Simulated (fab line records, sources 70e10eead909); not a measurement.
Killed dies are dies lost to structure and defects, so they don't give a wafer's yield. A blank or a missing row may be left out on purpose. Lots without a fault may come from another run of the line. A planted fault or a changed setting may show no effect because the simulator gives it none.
fab line records | flow nand_harc
record lots=11 wafers=33 last_day=33
route steps=1302 shown P_GATE@202 P_CONTACT@229 END@1302
lots that met no fault: from a run of the same line without faults
start_h: hours from the record's first day to the start of the lot's first wafer shown | wait_h: hours since the lot's step before | " the same as in the row above | L1.1+2: a row that stands for several wafers | - no value, or no start given | * or withheld: withheld | < > ~ a bound
route shown NAME@n: a module of which the file shows steps, and the number in the route of the first | usual: mean/standard deviation of fault-free wafers | same: alike in all rows | chamber/n: place in a boat | sites: the reading at each site | _std_site: their standard deviation | _edge_site: outer sites' mean less inner sites' | radius_mm: how far each site lies from the wafer's centre | mask NAME#n: copy n | behind: the tool/chamber that last shaped the wafer | hold: why the lot was held/for how many hours/how that ended | device: the transistor (n, p or np) that didn't switch | end of line: the same wafers' tests at the end of the route | a step without rows: its recipe alone | killed: dies lost to structure and defects at the first sort, not the wafer's yield | map: a wafer's dies, x killed, . not, _ none there
set.NAME: the setting as run; set.NAME@STEP: as run at that earlier step | model.NAME: the simulator's own value behind a step, which no gauge read
steps of the route over a sample of lots; a table a step, a row a wafer
services: from which hour (start_h, from the record's first day; less than 0 if before it) a tool's chamber was out of use, for how many hours, and why
## steps
# step NHARC_P_GATE_DESCUM_93
# recipe time_s=3 o2_flow_sccm=200 ar_flow_sccm=0 bias_power_w=0 chemistry=O2
# usual chamber_pressure_mTorr=60.00/0.056 drypump_motor_current_A=5.6/0.4 oes_product_au=0.997/0.011 rf_vpp_V=57.7/0.86 showerhead_plenum_p_Torr=1.92/0.079 throttle_valve_pct=11.312/0.0092
# columns lot.wafer tool chamber start_h wait_h chamber_pressure_mTorr drypump_motor_current_A oes_product_au rf_hours_counter_h rf_vpp_V showerhead_plenum_p_Torr throttle_valve_pct
L295.1 rie_diel-04 3 138.70 - 59.95 5.8 1.009 5.9 57.5 1.90 11.328
L295.3 " 0 " " 60.00 6.2 0.993 7.5 58.8 2.04 11.293
L295.5 " 3 " " 59.95 5.8 1.013 - 56.8 1.90 11.320
L296.2 rie_diel-04 0 151.84 - 59.92 6.1 0.982 9.2 57.9 2.04 11.302
L296.1 " 2 " " 59.94 5.3 1.013 8.3 57.7 1.97 11.306
L296.5 " 3 " " 60.04 5.8 1.002 - 57.3 1.90 11.288
L298.3 rie_diel-12 3 171.10 - 59.98 5.5 0.985 4.6 57.3 1.88 11.307
L298.1 " 2 " " 59.92 5.6 1.001 4.5 57.5 1.81 11.314
L298.5 " 3 " " 60.03 5.5 0.981 - 57.3 1.88 11.295
L299.4 rie_diel-12 2 186.18 - 60.03 5.6 1.000 4.8 57.1 1.81 11.316
L299.3 " 3 " " 59.91 5.5 0.974 5.0 57.8 1.88 11.310
L299.6 " 1 " " 59.97 6.1 0.988 - 56.5 1.79 11.308
L300.2 rie_diel-04 3 208.90 - 59.98 5.8 1.000 2.0 56.6 1.90 11.314
L300.4 " 1 " " 59.98 5.6 0.999 1.9 57.4 1.98 11.302
L300.6 " 3 " " 59.87 5.8 1.007 - 59.0 1.90 11.305
L301.2 rie_diel-12 0 218.98 - 59.86 4.7 1.007 6.5 57.7 1.95 11.301
L301.1 " 1 " " 60.03 6.1 0.998 6.1 56.5 1.79 11.318
L301.3 " 2 " " 59.89 5.6 1.002 5.9 59.5 1.81 11.308
L304.2 rie_diel-12 3 230.92 - 59.96 5.5 0.984 7.8 57.6 1.88 11.310
L304.1 " 2 " " 60.02 5.6 0.990 7.0 57.6 1.81 11.318
L304.5 " 3 " " 60.10 5.5 0.981 - 58.0 1.88 11.304
L305.4 rie_diel-07 3 239.07 - 60.08 5.8 0.997 6.0 57.3 1.79 11.310
L305.1 " 0 " " 60.07 5.7 0.997 6.2 56.5 1.79 11.320
L305.6 " 2 " " 60.07 5.7 0.990 - 58.2 1.96 11.323
L310.1 rie_diel-04 2 288.71 - 60.06 5.4 1.003 5.8 59.0 1.96 11.304
L310.6 " 1 " " 59.96 5.6 0.992 - 56.8 1.98 11.314
L310.5 " 2 " " 59.89 5.4 1.012 - 57.6 1.96 11.305
L314.3 rie_diel-12 3 339.75 - 59.93 5.4 0.988 4.5 57.6 1.88 11.312
L314.1 " 1 " " 59.97 6.2 0.994 3.6 56.5 1.79 11.317
L314.6 " 0 " " 59.98 4.8 1.003 - 56.8 1.95 11.316
L315.1 rie_diel-04 3 345.34 - 59.97 5.8 1.017 11.2 58.2 1.90 11.315
L315.2 " 2 " " 59.99 5.3 1.025 11.3 57.7 1.96 11.310
L315.6 " 2 " " 59.99 5.4 1.013 - 57.6 1.96 11.321
# step NHARC_P_GATE_RTA_64
# recipe temp_c=1050 time_s=1
# usual lamp_power_pct=31.4/1.4 lamp_zone_7_pct=31.8/1.5 wafer_temp_C_max=1055.2/1.9
# columns lot.wafer tool chamber start_h wait_h lamp_power_pct lamp_zone_7_pct wafer_temp_C_max
L295.1 rtp_anneal-02 0 140.49 - 33.0 33.3 1058.5
L295.3 " 0 " " 32.9 33.4 1055.2
L295.5 " 0 " " 32.9 33.4 1057.1
L296.1 rtp_anneal-01 0 153.48 - 30.0 30.5 1054.3
L296.2 " 0 " " 30.1 30.4 1053.7
L296.5 " 0 " " 30.1 30.4 1054.1
L298.1 rtp_anneal-01 0 172.75 - 30.1 30.4 1053.9
L298.3 " 0 " " 30.1 30.4 1054.6
L298.5 " 0 " " 30.1 30.5 1053.7
L299.3 rtp_anneal-02 0 187.87 - 33.0 33.4 1056.5
L299.4 " 0 " " 32.9 33.3 1058.7
L299.6 " 0 " " 33.0 33.4 1056.7
L300.2 rtp_anneal-02 0 210.58 - 32.9 33.3 1055.1
L300.4 " 0 " " 33.0 33.3 1055.7
L300.6 " 0 " " 32.9 33.3 1057.3
L301.1 rtp_anneal-01 0 220.63 - 30.0 30.4 1052.9
L301.2 " 0 " " 30.0 30.4 1054.3
L301.3 " 0 " " 30.0 30.4 1052.5
L304.1 rtp_anneal-01 0 232.70 - 30.1 30.5 1053.5
L304.2 " 0 " " 30.1 30.4 1054.1
L304.5 " 0 " " 30.1 30.5 1054.2
L305.1 rtp_anneal-01 0 240.69 - 30.1 30.5 1053.6
L305.4 " 0 " " 30.1 30.5 1053.8
L305.6 " 0 " " 30.1 30.5 1053.5
L310.1 rtp_anneal-01 0 290.33 - 30.0 30.4 1052.6
L310.5 " 0 " " 30.1 30.4 1054.7
L310.6 " 0 " " 30.0 30.4 1054.0
L314.1 rtp_anneal-02 0 341.39 - 32.9 33.3 1057.0
L314.3 " 0 " " 33.0 33.4 1058.0
L314.6 " 0 " " 32.9 33.4 1056.6
L315.1 rtp_anneal-02 0 347.19 - 33.0 33.4 1055.7
L315.2 " 0 " " 33.0 33.4 1055.4
L315.6 " 0 " " 32.9 33.4 1056.4
# step NHARC_P_GATE_RTA_82
# recipe temp_c=450 time_s=30
# usual lamp_power_pct=3.70/0.17 lamp_zone_7_pct=3.90/0.18 wafer_temp_C_max=452.4/0.8
# columns lot.wafer tool chamber start_h wait_h lamp_power_pct lamp_zone_7_pct wafer_temp_C_max
L295.1 rtp_anneal-02 0 141.55 - 3.86 4.06 452.0
L295.3 " 0 " " 3.86 4.07 453.4
L295.5 " 0 " " 3.85 4.06 452.0
L296.1 rtp_anneal-01 0 154.54 - 3.52 3.71 451.6
L296.2 " 0 " " 3.52 3.70 451.1
L296.5 " 0 " " 3.52 3.71 452.0
L298.1 rtp_anneal-01 0 173.84 - 3.52 3.71 451.6
L298.3 " 0 " " 3.53 3.71 451.7
L298.5 " 0 " " 3.52 3.71 451.7
L299.3 rtp_anneal-02 0 188.94 - 3.85 4.06 453.1
L299.4 " 0 " " 3.86 4.06 452.9
L299.6 " 0 " " 3.86 4.07 453.2
L300.2 rtp_anneal-02 0 211.66 - 3.86 4.06 451.9
L300.4 " 0 " " 3.86 4.06 453.4
L300.6 " 0 " " 3.86 4.06 453.3
L301.1 rtp_anneal-02 0 221.71 - 3.85 4.06 452.6
L301.2 " 0 " " 3.86 4.06 453.0
L301.3 " 0 " " 3.86 4.07 453.2
L304.1 rtp_anneal-01 0 233.79 - 3.52 3.71 451.1
L304.2 " 0 " " 3.52 3.71 451.7
L304.5 " 0 " " 3.52 3.71 451.7
L305.1 rtp_anneal-02 0 241.74 - 3.85 4.06 453.6
L305.4 " 0 " " 3.86 4.07 452.5
L305.6 " 0 " " 3.85 4.07 453.2
L310.1 rtp_anneal-02 0 291.39 - 3.86 4.06 452.3
L310.5 " 0 " " 3.86 4.07 452.4
L310.6 " 0 " " 3.86 4.06 452.8
L314.1 rtp_anneal-01 0 342.45 - 3.52 3.71 451.5
L314.3 " 0 " " 3.52 3.71 451.7
L314.6 " 0 " " 3.52 3.71 452.4
L315.1 rtp_anneal-01 0 348.28 - 3.52 3.71 451.3
L315.2 " 0 " " 3.52 3.71 452.0
L315.6 " 0 " " 3.53 3.71 451.4
# step NHARC_P_CONTACT_EXPOSE_09
# recipe na=1.35 target_cd_nm=90 dose_mj=81.26 mask_id=P_CA
# usual focus_offset_nm=0.0/0.52
# columns lot.wafer tool chamber start_h wait_h mask focus_offset_nm
L295.1 arfi_scanner-03 0 143.09 - P_CA#0 0.0
L295.3 " 0 " " P_CA#0 0.3
L295.5 " 0 " " P_CA#0 0.5
L296.1 arfi_scanner-03 0 156.28 - P_CA#0 0.9
L296.2 " 0 " " P_CA#0 0.9
L296.5 " 0 " " P_CA#0 0.7
L298.1 arfi_scanner-01 0 175.51 - P_CA#0 -0.9
L298.3 " 0 " " P_CA#0 0.0
L298.5 " 0 " " P_CA#0 0.2
L299.3 arfi_scanner-01 0 190.57 - P_CA#0 0.5
L299.4 " 0 " " P_CA#0 0.5
L299.6 " 0 " " P_CA#0 0.9
L300.2 arfi_scanner-01 0 213.18 - P_CA#0 0.0
L300.4 " 0 " " P_CA#0 -0.2
L300.6 " 0 " " P_CA#0 -0.5
L301.1 arfi_scanner-01 0 223.25 - P_CA#0 -0.2
L301.2 " 0 " " P_CA#0 0.4
L301.3 " 0 " " P_CA#0 0.4
L304.1 arfi_scanner-01 0 235.46 - P_CA_R1#0 -0.7
L304.2 " 0 " " P_CA_R1#0 0.6
L304.5 " 0 " " P_CA_R1#0 0.5
L305.1 arfi_scanner-02 0 243.40 - P_CA#0 -0.2
L305.4 " 0 " " P_CA#0 -0.3
L305.6 " 0 " " P_CA#0 -0.4
L310.1 arfi_scanner-02 0 293.06 - P_CA#0 -0.6
L310.5 " 0 " " P_CA#0 -0.3
L310.6 " 0 " " P_CA#0 0.1
L314.1 arfi_scanner-03 0 344.00 - P_CA#0 -0.2
L314.3 " 0 " " P_CA#0 -0.8
L314.6 " 0 " " P_CA#0 0.1
L315.1 arfi_scanner-03 0 349.82 - P_CA#0 0.2
L315.2 " 0 " " P_CA#0 0.1
L315.6 " 0 " " P_CA#0 0.6
# step NHARC_P_CONTACT_CD_MEAS_12
# recipe target_cd_nm=90 landing_energy_ev=500
# usual cd_nm=89.7/0.62
# columns lot.wafer tool chamber start_h wait_h cd_nm
L295.1 cd_sem-02 0 143.23 - 90.2
L295.3 " 0 " " 89.6
L295.5 " 0 " " 88.7
L296.1 cd_sem-03 0 156.42 - 88.8
L296.2 " 0 " " 89.5
L296.5 " 0 " " 90.4
L298.1 cd_sem-02 0 175.65 - 88.7
L298.3 " 0 " " 89.6
L298.5 " 0 " " 89.0
L299.3 cd_sem-01 0 190.70 - 90.4
L299.4 " 0 " " 89.7
L299.6 " 0 " " 90.8
L300.2 cd_sem-01 0 213.32 - 90.2
L300.4 " 0 " " 90.7
L300.6 " 0 " " 89.8
L301.1 cd_sem-01 0 223.39 - 89.1
L301.2 " 0 " " 90.3
L301.3 " 0 " " 89.5
L304.1 cd_sem-01 0 235.60 - 94.8
L304.2 " 0 " " 94.4
L304.5 " 0 " " 94.9
L305.1 cd_sem-03 0 243.55 - 89.0
L305.4 " 0 " " 89.7
L305.6 " 0 " " 89.6
L310.1 cd_sem-02 0 293.19 - 90.4
L310.5 " 0 " " 91.7
L310.6 " 0 " " 90.4
L314.1 cd_sem-02 0 344.14 - 89.4
L314.3 " 0 " " 88.9
L314.6 " 0 " " 89.4
L315.1 cd_sem-01 0 349.95 - 89.4
L315.2 " 0 " " 89.6
L315.6 " 0 " " 91.1
# step NHARC_P_CONTACT_CD_MEAS_19
# usual cd_nm=90.0/1.5
# columns lot.wafer tool chamber start_h wait_h cd_nm
L295.1 cd_sem-02 - 144.29 - 90.0
L295.3 " - " " 91.5
L295.5 " - " " 88.1
L296.1 cd_sem-03 - 157.47 - 89.9
L296.2 " - " " 90.3
L296.5 " - " " 91.0
L298.1 cd_sem-03 - 176.70 - 91.5
L298.3 " - " " 89.4
L298.5 " - " " 90.4
L299.3 cd_sem-02 - 191.76 - 90.3
L299.4 " - " " 91.8
L299.6 " - " " 90.8
L300.2 cd_sem-01 - 214.38 - 89.9
L300.4 " - " " 93.7
L300.6 " - " " 89.7
L301.1 cd_sem-02 - 224.65 - 89.3
L301.2 " - " " 88.8
L301.3 " - " " 90.6
L304.1 cd_sem-01 - 236.65 - 95.3
L304.2 " - " " 92.6
L304.5 " - " " 95.6
L305.1 cd_sem-01 - 244.60 - 89.5
L305.4 " - " " 90.0
L305.6 " - " " 89.4
L310.1 cd_sem-01 - 294.25 - 91.8
L310.5 " - " " 90.1
L310.6 " - " " 90.8
L314.1 cd_sem-01 - 345.19 - 88.6
L314.3 " - " " 88.2
L314.6 " - " " 90.0
L315.1 cd_sem-01 - 351.01 - 88.1
L315.2 " - " " 90.0
L315.6 " - " " 89.6
# step NHARC_END_SORT_01
# recipe temp_c=25
# usual killed_at_array=59/16 killed_at_other=0.8/1.1 killed_at_periphery=3.6/2.4 killed_dies=64/16 killed_open=3.4/1.8 killed_short=2.5/1.6
# same gross_dies=677
# columns lot.wafer tool chamber start_h wait_h killed_at_array killed_at_other killed_at_periphery killed_dies killed_open killed_short
L305.1 prober-02 0 682.34 2.5 38 0 5 43 2 3
L305.4 prober-02 0 684.71 3.4 46 1 7 54 3 3
L305.6 prober-02 0 686.28 3.9 54 0 7 61 5 4
# killed by level:class
L305.1 A_SLIT:chamber_film_flake=25 A_CHANNEL_HOLE_D1:chamber_film_flake=5 P_STI:chamber_film_flake=4 A_CONTACT:chamber_film_flake=3 P_M0:geometric_particle:open=1 A_ONON_D1:geometric_particle:short=1 A_DECK1_JOINT:geometric_particle:short=1 A_CHANNEL_FILL_D2:geometric_particle:short=1
L305.4 A_SLIT:chamber_film_flake=29 A_CHANNEL_HOLE_D1:chamber_film_flake=6 P_STI:chamber_film_flake=4 A_CONTACT:chamber_film_flake=3 P_M0:geometric_particle:open=2 A_CHANNEL_FILL_D1:chamber_film_flake=2 A_STAIRCASE:chamber_film_flake=2 A_BLC:geometric_particle:short=1
L305.6 A_SLIT:chamber_film_flake=34 A_CHANNEL_HOLE_D1:chamber_film_flake=6 P_STI:chamber_film_flake=5 A_CONTACT:chamber_film_flake=4 A_CHANNEL_HOLE_D1:geometric_particle:short=2 P_M0:geometric_particle:open=1 P_BONDPAD:geometric_particle:short=1 A_CHANNEL_FILL_D1:geometric_particle:open=1
## services
# columns tool chamber start_h hours kind
rie_diel-07 - 117.20 9.0 pm
rie_diel-12 0 124.90 - clean
rie_diel-07 2 130.49 3.1 repair
rie_diel-12 0 135.20 6.2 repair
arfi_scanner-02 - 140.00 4.0 pm
arfi_scanner-03 - 160.80 0.9 repair
rie_diel-07 - 170.29 0.1 repair
rie_diel-12 0 177.40 1.7 repair
rie_diel-04 - 177.95 9.0 pm
arfi_scanner-03 - 196.00 4.0 pm
rie_diel-04 1 201.17 6.9 repair
rie_diel-12 0 241.68 12.6 repair
rie_diel-04 1 254.07 4.7 repair
rie_diel-12 3 254.90 3.3 repair
rie_diel-12 - 268.40 9.0 pm
arfi_scanner-01 - 277.80 4.0 pm
rie_diel-04 0 278.38 8.1 repair
rie_diel-07 - 294.20 9.0 pm
arfi_scanner-02 - 312.00 4.0 pm
rie_diel-04 0 319.82 6.6 repair
rie_diel-04 1 320.17 27.7 repair
arfi_scanner-02 - 322.38 1.4 repair
arfi_scanner-03 - 328.33 1.0 repair
arfi_scanner-02 - 343.64 1.1 repair
## key
first_sign step=NHARC_P_CONTACT_EXPOSE_09 reading=mask direction=changed
effect step=NHARC_P_CONTACT_CD_MEAS_12 reading=cd_nm direction=up sigmas=8 usual=89.7 struck=94.7
effect step=NHARC_P_CONTACT_CD_MEAS_19 reading=cd_nm direction=up sigmas=2.9 usual=90.0 struck=94.5
met_at NHARC_P_CONTACT_EXPOSE_09
struck_lots L304
tester_left_out L304
not_acting_at NHARC_P_GATE_DESCUM_93,NHARC_P_GATE_RTA_64,NHARC_P_GATE_RTA_82
onset_between 223.25 235.46
fault kind=wrong_mask tool=any chamber=- onset_h=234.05 steps=NHARC_P_CONTACT_EXPOSE_09 aux_copy=P_CA_R1#0 cd_offset_nm=5.5387 scope=struck_lots_only
# tester_left_out: of these lots the tester's yield and bins aren't shown, on N5 and GAA mostly nor the transistor test; their killed dies are dies lost to structure and defects alone, not to doping, threshold or leakage, so they don't give the yield
